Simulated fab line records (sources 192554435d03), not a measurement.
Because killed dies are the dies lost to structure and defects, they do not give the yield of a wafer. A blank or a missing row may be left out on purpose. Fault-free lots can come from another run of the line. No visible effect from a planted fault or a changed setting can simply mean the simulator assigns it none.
Lot-split experiment || flow n5 finfet || 21 wafers read across 7 lots, on a route 1938 steps long

ON THE SPLIT
At N5_BEOL_M10_PEB_26 (peb time 60 s), the setting peb time s was moved away from the recipe's 60 s on 6 of the 21 wafers read, by -7.7% to +18.5%. All remaining wafers had this setting at the recipe value.

FROM THE SPLIT ON TO THE READING: in between, the file shows 1 step
- N5_BEOL_M10_DEVELOP_27: develop time 30 s

THE READING
cd nm (nm) at N5_BEOL_M10_CD_MEAS_28, where the cd target is 70 nm. Fault-free wafers of this fab line usually give 70.2 nm, standard deviation 1 nm.

{"wafer": "L086.1", "tool, chamber at the split": "litho track-01, 0", "peb time s as run, s": 55.39, "against the recipe": "-7.7%", "cd nm, nm": 65.7, "against lot-mates on the recipe": -3.8}
{"wafer": "L086.2", "tool, chamber at the split": "litho track-01, 0", "peb time s as run, s": 55.39, "against the recipe": "-7.7%", "cd nm, nm": 64.5, "against lot-mates on the recipe": -5.0}
{"wafer": "L086.3", "tool, chamber at the split": "litho track-01, 0", "peb time s as run, s": 60, "against the recipe": "recipe", "cd nm, nm": 69.5, "against lot-mates on the recipe": "-"}
{"wafer": "L088.1", "tool, chamber at the split": "litho track-01, 0", "peb time s as run, s": 60, "against the recipe": "recipe", "cd nm, nm": 69.0, "against lot-mates on the recipe": "-"}
{"wafer": "L088.2", "tool, chamber at the split": "litho track-01, 0", "peb time s as run, s": 60, "against the recipe": "recipe", "cd nm, nm": 70.1, "against lot-mates on the recipe": "-"}
{"wafer": "L088.3", "tool, chamber at the split": "litho track-01, 0", "peb time s as run, s": 60, "against the recipe": "recipe", "cd nm, nm": 68.4, "against lot-mates on the recipe": "-"}
{"wafer": "L089.2", "tool, chamber at the split": "litho track-04, 0", "peb time s as run, s": 60, "against the recipe": "recipe", "cd nm, nm": 69.3, "against lot-mates on the recipe": "-"}
{"wafer": "L089.4", "tool, chamber at the split": "litho track-04, 0", "peb time s as run, s": 60, "against the recipe": "recipe", "cd nm, nm": 69.5, "against lot-mates on the recipe": "-"}
{"wafer": "L089.5", "tool, chamber at the split": "litho track-04, 0", "peb time s as run, s": 66.02, "against the recipe": "+10.0%", "cd nm, nm": 73.2, "against lot-mates on the recipe": "+3.8"}
{"wafer": "L090.1", "tool, chamber at the split": "litho track-01, 0", "peb time s as run, s": 71.12, "against the recipe": "+18.5%", "cd nm, nm": 77.9, "against lot-mates on the recipe": "+7.7"}
{"wafer": "L090.3", "tool, chamber at the split": "litho track-01, 0", "peb time s as run, s": 60, "against the recipe": "recipe", "cd nm, nm": 70.9, "against lot-mates on the recipe": "-"}
{"wafer": "L090.5", "tool, chamber at the split": "litho track-01, 0", "peb time s as run, s": 60, "against the recipe": "recipe", "cd nm, nm": 69.6, "against lot-mates on the recipe": "-"}
{"wafer": "L092.1", "tool, chamber at the split": "litho track-02, 0", "peb time s as run, s": 60, "against the recipe": "recipe", "cd nm, nm": 70.8, "against lot-mates on the recipe": "-"}
{"wafer": "L092.2", "tool, chamber at the split": "litho track-02, 0", "peb time s as run, s": 60, "against the recipe": "recipe", "cd nm, nm": 70.6, "against lot-mates on the recipe": "-"}
{"wafer": "L092.5", "tool, chamber at the split": "litho track-02, 0", "peb time s as run, s": 60, "against the recipe": "recipe", "cd nm, nm": 71.8, "against lot-mates on the recipe": "-"}
{"wafer": "L093.2", "tool, chamber at the split": "litho track-01, 0", "peb time s as run, s": 60, "against the recipe": "recipe", "cd nm, nm": 71.1, "against lot-mates on the recipe": "-"}
{"wafer": "L093.4", "tool, chamber at the split": "litho track-01, 0", "peb time s as run, s": 60, "against the recipe": "recipe", "cd nm, nm": 70.8, "against lot-mates on the recipe": "-"}
{"wafer": "L093.5", "tool, chamber at the split": "litho track-01, 0", "peb time s as run, s": 60, "against the recipe": "recipe", "cd nm, nm": 69.3, "against lot-mates on the recipe": "-"}
{"wafer": "L097.1", "tool, chamber at the split": "litho track-01, 0", "peb time s as run, s": 60, "against the recipe": "recipe", "cd nm, nm": 69.9, "against lot-mates on the recipe": "-"}
{"wafer": "L097.3", "tool, chamber at the split": "litho track-01, 0", "peb time s as run, s": 64.2, "against the recipe": "+7.0%", "cd nm, nm": 71.2, "against lot-mates on the recipe": "+1.3"}
{"wafer": "L097.4", "tool, chamber at the split": "litho track-01, 0", "peb time s as run, s": 64.2, "against the recipe": "+7.0%", "cd nm, nm": 72.5, "against lot-mates on the recipe": "+2.6"}

THE FIT
A straight line over all 21 wafers: cd nm changes by +0.436 nm for each +1% of peb time s; r = +0.92; the points scatter about the line by 1 nm.
The same after taking each lot's own level away (the mean of its wafers on the recipe; 21 wafers): +0.426 nm for each +1%; r = +0.96; scatter 0.74 nm.
Per that fit: largest peb time s move, reading shift of 7.9 nm.
Across the lots, their own levels run from 69.17 to 71.07 nm, a range of 1.9 times the standard deviation given above.
Consequently the slope shifts little with the lot-to-lot level, the two slopes agreeing.
Check: for one of the wafers moved furthest among these (+18.5%), held out of the fit, the line's prediction against its lot-mates is +7.67 nm. It came out at +7.65 nm against them.

FURTHER SPLITS ON THESE WAFERS
Other splits were also applied to these wafers ahead of the reading. Each is held against what the fit with the lots' levels taken away leaves over:
{"other split on the same wafers": "N5_BEOL_M6_ALD_77 ald cycles", "wafers away from the commonest value": 10, "r with cd nm (lot level and that fit taken away)": -0.40}
{"other split on the same wafers": "N5_BEOL_M7_TRENCH_ETCH_37 bias w", "wafers away from the commonest value": 6, "r with cd nm (lot level and that fit taken away)": -0.11}
{"other split on the same wafers": "N5_BEOL_M7_ETCH_41 bias w", "wafers away from the commonest value": 4, "r with cd nm (lot level and that fit taken away)": "+0.08"}

THE FILE'S OWN FIT
cd nm changes by +0.413 nm for each +1% of peb time s, r = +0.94.
